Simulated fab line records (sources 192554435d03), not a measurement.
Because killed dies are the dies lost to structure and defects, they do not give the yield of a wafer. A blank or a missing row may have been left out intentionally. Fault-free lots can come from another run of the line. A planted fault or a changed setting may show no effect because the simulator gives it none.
A struck lot beside a sound one + flow n5_finfet + 15 out of 1938 route steps
Sound: the wafers L993.1, L993.3, L993.4. Struck: wafer L998.6 (left out: L998.2, L998.4 of the same lot, which were not struck); the cause appears at the end.
At each step with rows: each side's tool, then ch and its chambers, then its first start. Under that, the readings that differ: sound wafers + struck wafers + difference of the means + sigmas: that difference in standard deviations of wafers without a fault.
alike: a reading whose means differ by less than 2 such deviations, as well as words and numbers matching on both sides. not compared: withheld readings; readings where some wafer has no value; bounds like >300 that might hide an equal value; numbers whose values overlap and for which the record gives no deviation.
Wherever a step has rows on one side only, a row that says differs or no value, or a row with sigmas, the two part there. When numbers do not overlap yet have no deviation, they are printed without sigmas and do not part them. Lack of a reading on every wafer of one side parts them only where that side has two or more wafers.

first, 1 step without rows for these wafers: N5_BEOL_M10_ALD_74 (deposits TaN, target thk 2 nm, pulse time 2 s, purge time 3 s).
N5_BEOL_M10_SURFACE_TREAT_76:
  sound on pvd_sputter-01 at day 12 12:10; struck on pvd_sputter-02 at day 14 14:17
  not compared: throttle_valve_pct
then, 1 step without rows for these wafers: N5_BEOL_M10_CVD_75 (deposits Co from CCTBA/H2, target thk 2 nm, time 138.9 s).
N5_BEOL_M10_SPUTTER_48: material Cu, target thk 12 nm, time 2 s.
  sound on pvd_sputter-01 at day 12 12:36; struck on pvd_sputter-03 at day 14 14:28
  alike: throttle_valve_pct
then, 1 step without rows for these wafers: N5_BEOL_M10_ECD_50 (material Cu, target thk 318 nm).
N5_BEOL_M10_ANNEAL_51: time 90 s.
  sound on rtp_anneal-02 ch 0, day 12 12:50; struck on rtp_anneal-02 ch 0, day 14 17:38
  alike: wafer_temp_C_max
N5_BEOL_M10_CMP_52: polishes, stops on SiCOH lowk, t overpolish 7 s, target thk 140 nm.
  sound on cmp-01 ch 0,2,3, day 12 13:10; struck on cmp-03 ch 0, day 14 18:11
| reading             | sound       | struck | difference | sigmas |
|---------------------|-------------|--------|------------|--------|
| motor_current_A (A) | 5.8 4.9 5.5 | 6.7    | +1.3       | +3     |
  alike: barrier_field_endpoint_s, overpolish_run_s, time_to_endpoint_s
N5_BEOL_M10_THK_MEAS_53: measures by xrf.
  sound on film_metro-01 at day 12 13:25; struck on film_metro-01 at day 14 18:25
  alike: M10_THK
then, 2 steps without rows for these wafers: N5_BEOL_M10_PRE_CLEAN_55 (time 15 s); N5_BEOL_M10_DEP_56 (deposits SiCN from 3MS/NH3, target thk 15 nm, time 26.5 s).
N5_BEOL_M10_RS_MEAS_57: a four-point-probe measurement.
  sound on film_metro-01 at day 12 13:34; struck on film_metro-01 at day 14 18:33
  alike: M10_RS
N5_BEOL_M10_INSPECT_58: inspects for defects (darkfield).
  sound on defect_inspect-01 at day 12 13:35; struck on defect_inspect-01 at day 14 18:34
  alike: raw_defect_count
N5_BEOL_M11_ILD_DEP_00: deposits SiCOH lowk from DEMS/porogen, target thk 308.51 nm, time 58 s.
  sound on pecvd-04 ch 1,2, day 12 13:37; struck on pecvd-01 ch 0, day 14 18:37
| reading                         | sound                | struck | difference | sigmas |
|---------------------------------|----------------------|--------|------------|--------|
| showerhead_plenum_p_Torr (Torr) | 5.763 5.742 5.772    | 5.731  | -0.028     | -2     |
| susceptor_temp_C (C)            | 300.05 300.14 300.03 | 303.23 | +3.16      | +16    |
  alike: heater_power_w, rf_fwd_power_W, throttle_valve_pct
N5_BEOL_M11_CURE_71: cures SiCOH lowk, time 240 s.
  sound on uv_cure-02 ch 2, day 12 15:30; struck on uv_cure-03 ch 2, day 14 18:51
  alike: lamp_power_pct, wafer_temp_C_max
N5_PASSIVATION_PROBE_49:
  sound on prober-01 at day 14 15:56; struck on prober-02 at day 16 15:08
| reading            | sound    | struck | difference | sigmas |
|--------------------|----------|--------|------------|--------|
| killed_at_contacts | 25 27 17 | 7      | -16        | -3     |
  alike: defect_limited_yield, killed_at_M0_to_M3, killed_at_M4_up, killed_at_front_end, killed_at_other, killed_dies, killed_open, killed_short, sort_bin_5_function, sort_bin_6_memory, sort_n_pass, sort_yield_pct

== WHERE THEY PART ==
At N5_BEOL_M10_CMP_52 first; at N5_PASSIVATION_PROBE_49 last (within this record only).

WHY: what had been put in by the simulator
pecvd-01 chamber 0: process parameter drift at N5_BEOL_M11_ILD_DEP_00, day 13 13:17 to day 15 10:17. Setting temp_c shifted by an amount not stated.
